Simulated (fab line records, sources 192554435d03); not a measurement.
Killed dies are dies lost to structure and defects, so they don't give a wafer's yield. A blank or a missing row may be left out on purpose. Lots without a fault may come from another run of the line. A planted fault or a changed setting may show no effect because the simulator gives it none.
Problem report in the 8D (eight disciplines) form, filled by code | flow n5_finfet | the parts of the form that need people (team, actions taken, sign-off) are left out

1. THE PROBLEM
killed_at_M0_to_M3 at N5_PASSIVATION_PROBE_49 reads a mean of 1111 on 9 wafers of 3 lots; wafers without a fault read 32 with a standard deviation of 9.8. That is +99 or more standard deviations from the usual mean.
First seen on wafer L793.1, day 15 16:29, on prober-01. The record holds 11 wafers of 4 lots with a number at this step. Rule for "out", or "out of limits": more than 4 standard deviations from the usual mean. The other wafers with a number count as sound.

2. WHAT IT IS AND WHAT IT IS NOT
question                    | is                                                                                                                     | is not
which readings at this step | killed_at_M0_to_M3, defect_limited_yield, killed_dies, killed_on_rim, sort_bin_5_function, sort_n_pass, sort_yield_pct | killed_at_M4_up, killed_at_front_end, killed_at_other, sort_bin_6_memory
which lots                  | L792, L793, L794                                                                                                       | L795
which wafers of those lots  | all that have a number                                                                                                 | -
read on which tools         | prober-01, prober-02                                                                                                   | -
when                        | from day 15 16:29                                                                                                      | up to then (0 sound wafers); but 2 sound wafers of L795 came after

3. SUSPECTS, AND WHAT RULES EACH OUT
Counting: a tool at a process step up to the reading stays a suspect if it ran every lot that is out and no sound lot after the first of them.
- vapor_etch-02 at N5_BEOL_M0_SAQP_RECESS_114 (chemistry HF/NH3, target SiO2, target depth 14.4 nm, afs cycles 3, sublimation time 60 s): ruled out as a lasting fault. Sound lots L795 ran on it after its first lot that is out, L792 (day 8 10:19).
- rie_si-01 at N5_BEOL_M0_SAQP_MANDREL_ETCH_103 (etches a-Si in HBr/Cl2, stops on SiCN, target depth 45 nm, bt time 10 s, time 27 s): ruled out as a lasting fault. Sound lots L795 ran on it after its first lot that is out, L792 (day 8 11:40).
Left after counting: nothing in the record.

4. THE CAUSE (what the simulator had put in)
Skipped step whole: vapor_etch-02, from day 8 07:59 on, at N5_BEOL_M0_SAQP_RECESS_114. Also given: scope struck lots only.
Counting ruled it out, wrongly: the rule takes a fault to strike every lot that its tool runs from its start on, and this one did not.

5. THE CHAIN OF EFFECTS, in route order
Each row: a reading whose mean over the struck wafers that have a number lies more than 3 standard deviations from the usual. Only readings for which the record gives a usual standard deviation are gone through. hours: the time from each lot's start at the first step in this table that gives one to its start at this step, as a median over the lots. sigmas: the change in usual standard deviations.
hours | step                    | reading              | usual  | on struck wafers | change | sigmas
0     | N5_PASSIVATION_PROBE_49 | defect_limited_yield | 91.4 % | 0.0              | -91.4  | -61
0     | N5_PASSIVATION_PROBE_49 | killed_at_M0_to_M3   | 32     | 1111             | +1079  | +99 or more
0     | N5_PASSIVATION_PROBE_49 | killed_dies          | 102    | 1180             | +1078  | +63
0     | N5_PASSIVATION_PROBE_49 | killed_on_rim        | 14     | 152              | +138   | +31
0     | N5_PASSIVATION_PROBE_49 | sort_bin_5_function  | 5.1 %  | 96.7             | +91.6  | +95
0     | N5_PASSIVATION_PROBE_49 | sort_n_pass          | 1078   | 0                | -1078  | -60
0     | N5_PASSIVATION_PROBE_49 | sort_yield_pct       | 91.3 % | 0.0              | -91.3  | -61
The process steps in it:
- N5_PASSIVATION_PROBE_49
Readings that are blank on the struck wafers while sound wafers have them: drypump_motor_current_A at N5_BEOL_M0_SAQP_RECESS_114.

6. WHAT WOULD HAVE CAUGHT IT SOONER
In this record the first reading out of limits was taken at day 15 16:29, 176 hours after the fault began at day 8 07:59.
At N5_BEOL_M0_SAQP_RECESS_114 the tool's readings are blank on the struck wafers, where sound wafers have them: an empty tool record is the first sign, and it was there at once.
